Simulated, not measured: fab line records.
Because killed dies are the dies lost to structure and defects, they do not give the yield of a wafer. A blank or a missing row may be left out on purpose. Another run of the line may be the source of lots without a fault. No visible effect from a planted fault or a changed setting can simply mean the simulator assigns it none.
Matching of chambers | flow n5-finfet | pecvd-02 running N5_BEOL_M7_DEP_56: 3 sister chambers
The step deposits SiCN from 3MS/NH3, target thk 10 nm, time 17.5 s. 5 wafers are shown with their chamber, then 7 later ones without.

## WAFERS, EACH WITH ITS CHAMBER
wafer  | chamber | showerhead-plenum-p-Torr (Torr) | throttle-valve-pct (%)
L074.5 | 1       | 3.662                           | 10.0
L089.1 | 0       | 3.639                           | 9.5
L089.6 | 2       | 3.654                           | 9.4
L093.3 | 0       | 3.640                           | 9.6
L093.4 | 2       | 3.653                           | 9.2

## WAFERS WHOSE CHAMBER IS MISSING
wafer  | showerhead-plenum-p-Torr (Torr) | throttle-valve-pct (%)
L093.6 | 3.674                           | 10.0
L097.2 | 3.673                           | 9.9
L097.3 | 3.639                           | 9.7
L097.6 | 3.674                           | 10.2
L096.3 | 3.653                           | 9.5
L096.4 | 3.643                           | 10.1
L096.6 | 3.672                           | 10.1

## CHAMBER TAKEN BY EACH
wafer  | from the rows above | in truth
L093.6 | 1                   | 1
L097.2 | 1                   | 1
L097.3 | 0                   | 0
L097.6 | 1                   | 1
L096.3 | 2                   | 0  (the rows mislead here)
L096.4 | 0                   | 0
L096.6 | 1                   | 1
6 of 7 placed correctly. Can't be placed from these rows: 0. Placed wrongly: 1.
How it was worked out, from the rows above alone: a wafer's distance from a chamber is the root of the sum, over the readings, of the square of ((its reading less the chamber's mean) divided by the reading's scatter). If the next closest chamber is less than 2 further off than the closest, the wafer can't be placed; otherwise it belongs to the closest. For every chamber, the mean is computed from those of its wafers that are shown. How the scatter is found: for the shown wafers, subtract from each reading the mean of its chamber, square and add these, divide the total by (wafers less chambers), then take the root.
